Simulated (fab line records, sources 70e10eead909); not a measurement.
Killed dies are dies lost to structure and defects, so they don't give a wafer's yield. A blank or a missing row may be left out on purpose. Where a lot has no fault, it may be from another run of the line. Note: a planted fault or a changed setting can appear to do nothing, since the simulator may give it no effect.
fab line records	flow nand_harc
record: lots: 13	wafers: 37	last_day: 23
route steps=1159 shown P_CONTACT@235 END@1159
lots that met no fault: taken from a fault-free run of the same line
start_h: the number of hours between the record's first day and the start of the first shown wafer of the lot	wait_h: hours from the lot's prior step to this one	" same as the row above	L1.1+2: a single row standing in for several wafers	- either no value or no given start	* or withheld: withheld	< > ~ a bound
route shown NAME@n: a module of which the file shows steps, and the number in the route of the first	usual: average and standard deviation across the fault-free wafers	same: alike in all rows	chamber/n: place in a boat	sites: the reading at each site	_std_site: standard deviation across them	_edge_site: the outer-site mean with the inner-site mean subtracted	radius_mm: how far each site lies from the wafer's centre	mask NAME#n: copy n	behind: the last tool/chamber to shape the wafer	hold: why the lot was held/for how many hours/how that ended	device: transistor that didn't switch, given as n, p or np	end of line: tests run on the same wafers once the route is complete	step lacking rows: just its recipe	killed: dies that structure and defects cost at the first sort, which is not the same as the wafer's yield	map: per-die view of a wafer (x killed, . not killed, _ where there is no die)
set.NAME: setting as actually run; set.NAME@STEP: the setting as run at that earlier step	model.NAME: the simulator's own value behind a step, which no gauge read
a sample of lots followed through the steps of the route, with each step as a table and each wafer as a row
services: the hour from which a tool's chamber was out of use, counted from the record's first day as start_h (under 0 if before that day), plus the number of hours and why
== steps ==
step: NHARC_P_CONTACT_DESCUM_17
recipe: time_s: 3	o2_flow_sccm: 200	ar_flow_sccm: 0	bias_power_w: 0	chemistry: O2
usual: drypump_motor_current_A: 5.8/0.32	oes_product_au: 0.998/0.017	rf_vpp_V: 57.7/0.8	showerhead_plenum_p_Torr: 1.89/0.052	throttle_valve_pct: 11.310/0.009
lot.wafer	tool	chamber	start_h	wait_h	drypump_motor_current_A	oes_product_au	rf_hours_counter_h	rf_vpp_V	showerhead_plenum_p_Torr	throttle_valve_pct
L946.1	rie_diel-06	2	101.93	0.1	5.8	1.023	3	56.8	1.90	11.306
L946.3	"	3	"	"	5.9	1.005	2	58.9	1.81	11.297
L946.5	"	2	"	"	5.8	1.026	-	57.1	1.90	11.309
L947.3	rie_diel-09	3	114.20	0.1	5.9	0.972	3	56.4	1.89	11.311
L947.1	"	0	"	"	5.8	1.007	4	59.0	1.83	11.324
L947.2	"	2	"	"	6.1	1.000	4	58.3	1.88	11.312
L950.1	rie_diel-06	3	127.10	0.1	5.9	1.009	5	56.4	1.80	11.316
L950.4	"	0	"	"	4.8	1.011	6	59.3	1.97	11.304
L950.6	"	2	"	"	5.8	1.005	-	57.4	1.90	11.308
L948.2	rie_diel-09	1	127.68	0.1	5.6	1.014	5	57.8	1.89	11.329
L948.3	"	3	"	"	5.9	0.978	5	58.4	1.89	11.297
L948.6	"	0	"	"	5.8	0.998	-	56.7	1.83	11.318
L949.1	rie_diel-06	0	127.97	0.1	4.8	1.012	6	58.9	1.97	11.312
L949.2	"	1	"	"	5.9	1.014	6	57.9	1.97	11.311
L949.3	"	2	"	"	5.8	1.010	5	58.7	1.90	11.329
L952.1	rie_diel-06	2	141.16	0.1	5.8	1.014	6	57.6	1.90	11.314
L952.5	"	2	"	"	5.8	1.012	-	58.0	1.90	11.320
L952.4	"	1	"	"	6.0	1.004	-	56.8	1.97	11.305
L951.3	rie_diel-06	3	144.23	0.1	5.9	0.973	6	57.8	1.80	11.306
L951.6	"	1	"	"	6.0	0.996	-	57.8	1.97	11.318
L951.4	"	2	"	"	5.8	1.008	-	56.8	1.90	11.318
L954.2	rie_diel-09	0	152.73	0.1	5.8	1.012	7	56.4	1.83	11.309
L954.5	"	1	"	"	5.6	1.008	-	58.2	1.89	11.301
L954.6	"	2	"	"	6.2	1.005	-	58.4	1.88	11.326
L953.2	rie_diel-06	3	154.91	0.1	5.9	0.987	8	58.2	1.80	11.317
L953.1	"	2	"	"	5.8	1.011	8	58.8	1.90	11.315
L953.4	"	2	"	"	5.8	1.008	-	58.9	1.90	11.319
L955.4	rie_diel-09	0	172.39	0.1	5.8	0.996	10	56.5	1.83	11.319
L955.5	"	2	"	"	6.1	1.001	-	56.5	1.88	11.328
L955.6	"	3	"	"	5.9	0.972	-	57.7	1.89	11.312
L958.2	rie_diel-09	0	185.62	0.1	5.8	1.006	11	56.8	1.83	11.311
L958.3	"	1	"	"	5.5	1.005	11	57.8	1.89	11.319
L960.2	rie_diel-09	3	196.04	0.1	5.9	0.960	12	57.2	1.89	11.311
L960.3	"	1	"	"	5.5	1.011	12	57.8	1.89	11.316
L966.1	rie_diel-06	0	232.58	0.1	4.8	1.005	13	58.1	1.97	11.304
L966.2	"	2	"	"	5.8	1.036	15	56.3	1.89	11.302
L966.3	"	3	"	"	5.9	1.008	15	57.1	1.80	11.305
step: NHARC_P_CONTACT_ETCH_18
recipe: target_depth_a: 4810	time_s: 240.5	c4f8_flow_sccm: 20	o2_flow_sccm: 10	ar_flow_sccm: withheld	rf_w: 600	bias_w: 1500	chemistry: C4F8/O2/Ar
usual: oes_product_au: 0.961/0.023	rf_fwd_power_W: 598.4/1.8	rf_vpp_V: 976/3.6	run_length_s: 261.6/0.34
lot.wafer	tool	chamber	start_h	wait_h	oes_product_au	rf_fwd_power_W	rf_hours_counter_h	rf_vpp_V	run_length_s
L946.1	rie_diel-06	0	102.43	-	0.986	599.3	4	982	261.0
L946.3	"	1	"	"	0.972	600.3	3	984	261.5
L946.5	"	2	"	"	0.974	597.2	-	978	261.9
L947.2	rie_diel-09	1	114.68	-	0.974	598.8	4	978	262.1
L947.3	"	3	"	"	0.932	599.8	4	976	261.7
L947.1	"	0	"	"	0.954	598.8	4	973	261.5
L950.4	rie_diel-06	1	127.63	-	0.936	599.5	6	982	261.7
L950.1	"	2	"	"	0.952	595.1	5	978	261.5
L950.6	"	0	"	"	0.957	598.9	-	982	261.4
L948.3	rie_diel-09	1	128.18	-	0.968	599.2	6	979	261.8
L948.2	"	2	"	"	0.977	599.6	5	977	261.3
L948.6	"	0	"	"	0.962	600.1	-	973	262.0
L949.2	rie_diel-06	1	128.47	-	0.958	594.4	6	982	261.8
L949.3	"	2	"	"	0.969	596.7	5	976	261.8
L949.1	"	3	"	"	0.952	599.7	5	970	260.9
L952.1	rie_diel-06	2	141.78	-	0.965	598.2	7	977	261.6
L952.4	"	3	"	"	0.955	598.7	-	971	260.9
L952.5	"	1	"	"	0.965	598.5	-	983	261.7
L951.3	rie_diel-06	3	144.78	-	0.958	601.6	6	972	261.2
L951.6	"	1	"	"	0.963	596.7	-	981	261.7
L951.4	"	2	"	"	0.960	598.8	-	977	261.5
L954.2	rie_diel-09	1	153.22	-	0.972	599.2	8	978	261.8
L954.6	"	3	"	"	0.947	595.8	-	975	262.1
L954.5	"	0	"	"	0.976	600.8	-	972	261.5
L953.1	rie_diel-06	3	155.48	-	0.957	599.5	8	970	261.2
L953.2	"	1	"	"	0.958	600.2	9	982	261.8
L953.4	"	2	"	"	0.973	599.0	-	976	261.2
L955.4	rie_diel-09	0	172.87	-	0.977	598.2	10	971	261.4
L955.5	"	3	"	"	0.927	600.3	-	977	261.6
L955.6	"	0	"	"	0.973	596.4	-	974	261.6
L958.2	rie_diel-09	1	186.10	-	0.934	-	11	976	206.8
L958.3	"	3	"	"	0.893	597.9	11	976	261.8
L960.2	rie_diel-09	3	196.52	-	0.922	-	12	976	206.6
L960.3	"	1	"	"	0.983	599.5	13	976	261.8
L966.1	rie_diel-06	2	233.06	-	1.003	598.5	16	977	261.3
L966.3	"	3	"	"	0.985	595.8	15	970	261.0
L966.2	"	0	"	"	0.967	595.1	13	982	261.2
step: NHARC_P_CONTACT_CD_MEAS_19
usual: cd_nm: 89.2/2
lot.wafer	tool	chamber	start_h	wait_h	cd_nm
L946.1	cd_sem-01	-	102.92	-	89.2
L946.3	"	-	"	"	84.1
L946.5	"	-	"	"	90.7
L947.1	cd_sem-01	-	115.07	-	90.0
L947.2	"	-	"	"	92.0
L947.3	"	-	"	"	88.7
L950.1	cd_sem-02	-	127.99	-	86.7
L950.4	"	-	"	"	89.6
L950.6	"	-	"	"	90.4
L948.2	cd_sem-03	-	128.55	-	89.5
L948.3	"	-	"	"	90.1
L948.6	"	-	"	"	86.6
L949.1	cd_sem-02	-	128.87	-	91.2
L949.2	"	-	"	"	91.5
L949.3	"	-	"	"	92.8
L952.1	cd_sem-01	-	142.18	-	89.9
L952.4	"	-	"	"	88.8
L952.5	"	-	"	"	93.3
L951.3	cd_sem-01	-	145.43	-	86.3
L951.4	"	-	"	"	90.1
L951.6	"	-	"	"	88.0
L954.2	cd_sem-03	-	153.57	-	88.6
L954.5	"	-	"	"	87.9
L954.6	"	-	"	"	90.0
L953.1	cd_sem-03	-	155.91	-	86.3
L953.2	"	-	"	"	86.1
L953.4	"	-	"	"	87.2
L955.4	cd_sem-02	-	173.25	-	90.7
L955.5	"	-	"	"	87.0
L955.6	"	-	"	"	91.8
L958.2	cd_sem-02	-	186.69	-	89.1
L958.3	"	-	"	"	88.0
L960.2	cd_sem-01	-	196.91	-	90.1
L960.3	"	-	"	"	90.7
L966.1	cd_sem-02	-	233.46	-	90.5
L966.2	"	-	"	"	84.6
L966.3	"	-	"	"	90.4
step: NHARC_P_CONTACT_STRIP_28
recipe: o2_flow_sccm: 500	ar_flow_sccm: 0	bias_w: 0	chemistry: O2
usual: drypump_motor_current_A: 5.7/0.34	oes_product_au: 1.001/0.017	rf_vpp_V: 57.6/0.79	showerhead_plenum_p_Torr: 3.48/0.088	throttle_valve_pct: 17.035/0.0085
lot.wafer	tool	chamber	start_h	wait_h	drypump_motor_current_A	oes_product_au	rf_hours_counter_h	rf_vpp_V	showerhead_plenum_p_Torr	throttle_valve_pct
L946.3	rie_diel-06	2	103.03	0.1	5.8	1.022	3	59.4	3.50	17.030
L946.1	"	3	"	"	5.9	1.004	3	57.8	3.34	17.035
L946.5	"	0	"	"	4.8	1.002	-	57.9	3.63	17.036
L947.3	rie_diel-09	2	115.14	0.1	6.2	0.992	4	57.1	3.47	17.030
L947.1	"	0	"	"	5.8	1.013	4	57.3	3.39	17.044
L947.2	"	1	"	"	5.6	1.009	4	58.4	3.50	17.026
L950.4	rie_diel-09	0	128.06	0.1	5.8	1.002	5	57.6	3.39	17.030
L950.1	"	1	"	"	5.6	1.008	6	57.2	3.49	17.029
L950.6	"	1	"	"	5.6	1.009	-	58.2	3.49	17.045
L948.2	rie_diel-09	0	128.62	0.1	5.8	1.018	5	57.8	3.39	17.039
L948.3	"	1	"	"	5.6	1.010	6	57.4	3.49	17.039
L948.6	"	1	"	"	5.6	1.012	-	58.4	3.49	17.019
L949.3	rie_diel-09	0	128.95	0.1	5.8	1.005	5	57.6	3.39	17.042
L949.2	"	1	"	"	5.6	1.016	6	57.3	3.49	17.045
L949.1	"	2	"	"	6.2	0.993	6	59.0	3.47	17.038
L952.1	rie_diel-09	3	142.28	0.1	5.9	0.985	6	57.4	3.49	17.042
L952.5	"	1	"	"	5.6	1.026	-	58.8	3.49	17.044
L952.4	"	3	"	"	5.9	0.984	-	57.5	3.49	17.039
L951.3	rie_diel-09	3	145.50	0.1	5.9	0.985	6	58.9	3.49	17.039
L951.4	"	1	"	"	5.6	1.017	7	57.9	3.49	17.037
L951.6	"	3	"	"	5.9	0.982	-	57.6	3.49	17.040
L954.2	rie_diel-09	1	153.70	0.1	5.6	1.004	8	59.2	3.49	17.032
L954.6	"	3	"	"	5.9	0.978	-	57.3	3.49	17.028
L954.5	"	0	"	"	5.8	1.003	-	58.3	3.38	17.047
L953.1	rie_diel-09	0	155.99	0.1	5.8	1.004	8	56.4	3.39	17.021
L953.2	"	1	"	"	5.6	1.018	8	57.2	3.49	17.031
L953.4	"	2	"	"	6.1	1.003	7	58.3	3.47	17.050
L955.4	rie_diel-06	1	173.37	0.1	5.9	0.993	11	56.5	3.63	17.024
L955.6	"	2	"	"	5.8	1.022	-	57.0	3.50	17.045
L955.5	"	3	"	"	5.9	0.995	-	55.2	3.34	17.030
L958.2	rie_diel-06	2	186.76	0.1	5.8	1.040	11	56.8	3.50	17.021
L958.3	"	1	"	"	5.9	1.010	12	57.4	3.63	17.058
L960.2	rie_diel-09	3	197.02	0.1	5.9	0.960	12	57.0	3.48	17.034
L960.3	"	0	"	"	5.8	1.019	13	58.6	3.38	17.021
L966.3	rie_diel-09	2	233.55	0.1	6.1	0.970	17	57.7	3.46	17.038
L966.1	"	3	"	"	5.9	0.963	17	58.2	3.48	17.035
L966.2	"	0	"	"	5.8	0.997	17	57.9	3.38	17.026
step: NHARC_END_SORT_01
recipe: temp_c: 25
usual: killed_at_array: 28/11	killed_at_other: 0.5/0.87	killed_at_periphery: 2.9/2.2	killed_dies: 32/11	killed_open: 3.2/1.9	killed_short: 1.8/1.4
same: gross_dies: 677
lot.wafer	tool	chamber	start_h	wait_h	killed_at_array	killed_at_other	killed_at_periphery	killed_dies	killed_open	killed_short
L958.2	prober-02	0	507.65	2.8	14	0	663	677	4	0
L958.3	prober-02	0	508.44	3.1	18	0	0	18	4	0
L960.2	prober-02	0	516.90	2.8	10	0	667	677	2	2
L960.3	prober-02	0	517.71	3.1	15	0	2	17	5	2
L966.1	prober-02	0	550.92	2.5	29	0	2	31	1	1
L966.2	prober-02	0	551.72	2.8	18	0	7	25	0	2
L966.3	prober-02	0	552.52	3.1	19	0	13	32	4	1
killed by level:class
L958.2 P_CONTACT:area_etch=661 A_STAIRCASE:chamber_film_flake=4 A_CHANNEL_HOLE_D1:chamber_film_flake=3 A_WL_FILL:chamber_film_flake=2 A_ONON_D1:geometric_particle:open=1 A_CHANNEL_FILL_D1:geometric_particle:open=1 A_SLIT:geometric_particle:open=1 A_M1:geometric_particle:open=1
L958.3 A_STAIRCASE:chamber_film_flake=6 A_WL_FILL:chamber_film_flake=3 A_CONTACT:chamber_film_flake=3 A_CHANNEL_HOLE_D1:chamber_film_flake=2 A_CHANNEL_FILL_D1:geometric_particle:open=1 A_WL_FILL:geometric_particle:open=1 A_CONTACT:geometric_particle:open=1 A_BLC:geometric_particle:open=1
L960.2 P_CONTACT:area_etch=665 A_CONTACT:chamber_film_flake=5 A_CHANNEL_HOLE_D1:chamber_film_flake=2 P_M0:geometric_particle:open=1 P_M1:geometric_particle:short=1 A_SGD_CUT:geometric_particle:short=1 A_WL_FILL:geometric_particle:open=1 A_STAIRCASE:chamber_film_flake=1
L960.3 A_CHANNEL_HOLE_D1:chamber_film_flake=4 A_CONTACT:chamber_film_flake=3 A_ONON_D1:geometric_particle:open=2 A_CONTACT:geometric_particle:open=2 A_STAIRCASE:chamber_film_flake=2 P_M0:geometric_particle:open=1 A_ONON_D1:geometric_particle:short=1 A_M0:geometric_particle:short=1
L966.1 A_CHANNEL_HOLE_D1:chamber_film_flake=8 A_CONTACT:chamber_film_flake=8 A_WL_FILL:chamber_film_flake=4 A_CHANNEL_FILL_D1:chamber_film_flake=2 A_STAIRCASE:chamber_film_flake=2 A_SGD_CUT:chamber_film_flake=2 A_CHANNEL_FILL_D1:geometric_particle:open=1 A_WL_FILL:geometric_particle:short=1
L966.2 A_CHANNEL_HOLE_D1:chamber_film_flake=6 A_CONTACT:chamber_film_flake=5 P_GATE:chamber_film_flake=3 A_STAIRCASE:chamber_film_flake=3 P_STI:chamber_film_flake=2 P_GATE:geometric_particle:short=1 A_WL_FILL:geometric_particle:short=1 P_ZERO_WELL:chamber_film_flake=1
L966.3 A_CHANNEL_HOLE_D1:chamber_film_flake=7 P_ZERO_WELL:chamber_film_flake=5 P_STI:chamber_film_flake=3 A_STAIRCASE:chamber_film_flake=3 A_WL_FILL:chamber_film_flake=3 A_CONTACT:chamber_film_flake=3 P_M0:geometric_particle:open=2 P_GATE:chamber_film_flake=2
== services ==
tool	chamber	start_h	hours	kind
rie_diel-06	3	81.51	7.7	repair
rie_diel-09	0	86.10	-	clean
rie_diel-09	1	86.10	-	clean
rie_diel-09	2	86.10	-	clean
rie_diel-09	3	86.10	-	clean
rie_diel-09	0	110.60	-	clean
rie_diel-09	1	110.60	-	clean
rie_diel-09	2	110.60	-	clean
rie_diel-09	3	110.60	-	clean
rie_diel-09	2	134.47	9.3	repair
rie_diel-09	0	135.10	-	clean
rie_diel-09	1	135.10	-	clean
rie_diel-09	3	135.10	-	clean
rie_diel-06	0	139.56	16.0	repair
rie_diel-09	0	159.60	-	clean
rie_diel-09	1	159.60	-	clean
rie_diel-09	2	159.60	-	clean
rie_diel-09	3	159.60	-	clean
rie_diel-09	1	162.67	6.9	repair
rie_diel-09	0	184.10	-	clean
rie_diel-09	1	184.10	-	clean
rie_diel-09	2	184.10	-	clean
rie_diel-09	3	184.10	-	clean
rie_diel-09	0	208.62	-	clean
== key ==
first_sign: step: NHARC_P_CONTACT_ETCH_18	reading: run_length_s	direction: down	sigmas: 99+	usual: *	struck: *
effect: step: NHARC_END_SORT_01	reading: killed_at_periphery	direction: up	sigmas: 99+	usual: 2.9	struck: 665
more_kills_born_at: NHARC_P_CONTACT_ETCH_18@rie_diel-09: 1326
met_at NHARC_P_CONTACT_ETCH_18
struck_lots L958,L960
struck_wafers L958.2,L960.2
later_rows_left_out L958.2,L960.2
tester_left_out L958,L960
not_acting_at NHARC_P_CONTACT_DESCUM_17,NHARC_P_CONTACT_CD_MEAS_19,NHARC_P_CONTACT_STRIP_28
onset_between 172.87 186.10
fault: kind: process_parameter_drift	tool: rie_diel-09	chamber: -	onset_h: 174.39	steps: NHARC_P_CONTACT_ETCH_18	channel: time_s	offset: *	shape: step	end_h: 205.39	scope: struck_wafers_only	acts_in: *	stated: *
tester_left_out: of these lots the tester's yield and bins aren't shown, on N5 and GAA mostly nor the transistor test; their killed dies are dies lost to structure and defects alone, not to doping, threshold or leakage, so they don't give the yield
later_rows_left_out: the simulator's readings of these wafers behind a module that went badly wrong aren't trusted and aren't shown, but for the sort
